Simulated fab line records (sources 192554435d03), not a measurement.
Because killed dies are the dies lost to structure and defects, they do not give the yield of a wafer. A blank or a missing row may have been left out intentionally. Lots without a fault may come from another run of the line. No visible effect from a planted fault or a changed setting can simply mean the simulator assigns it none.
Chamber matching -- flow n5Finfet -- 3 sister chambers for N5_BEOL_M7_CURE_74 on uvCure-03
The step cures SiCOH lowk, time 240 s. 6 wafers are shown with their chamber, then 11 later ones without.

WAFERS, EACH WITH ITS CHAMBER
wafer,chamber,wafer_temp_C_max,lampPowerPct (%)
L087.3,1,387.4,52.26
L087.5,1,387.6,52.39
L094.4,0,386.8,52.28
L094.5,0,386.9,52.32
L096.4,2,386.2,52.26
L095.1,2,386.6,52.37

WAFERS WITHOUT THEIR CHAMBER
wafer,wafer_temp_C_max,lampPowerPct (%)
L095.3,387.4,52.29
L095.5,386.2,52.37
L095.2,386.8,52.25
L095.4,386.6,52.36
L095.6,386.8,52.31
L097.1,386.9,52.38
L097.3,386.9,52.38
L097.6,386.8,52.35
L097.2,386.9,52.35
L097.4,386.6,52.28
L097.5,386.7,52.33

WHICH CHAMBER EACH ONE RAN IN
wafer,from the rows above,in truth
L095.3,1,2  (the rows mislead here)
L095.5,2,2
L095.2,can't be placed: 0 or 2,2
L095.4,can't be placed: 2 or 0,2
L095.6,can't be placed: 0 or 2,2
L097.1,can't be placed: 0 or 2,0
L097.3,can't be placed: 0 or 2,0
L097.6,can't be placed: 0 or 2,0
L097.2,can't be placed: 0 or 2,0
L097.4,can't be placed: 2 or 0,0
L097.5,can't be placed: 0 or 2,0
Correctly placed: 1 of 11. Not placeable from these rows: 9 (in 9, the candidates include the true chamber). Number placed wrongly: 1.
How it was worked out, from the rows above alone: a wafer's distance from a chamber is the root of the sum, over the readings, of the square of ((its reading less the chamber's mean) divided by the reading's scatter). The wafer belongs to the nearest chamber; if the next one is less than 2 further off, it can't be placed. For every chamber, the mean is computed from those of its wafers that are shown. How the scatter is found: for the shown wafers, subtract from each reading the mean of its chamber, square and add these, divide the total by (wafers less chambers), then take the root.
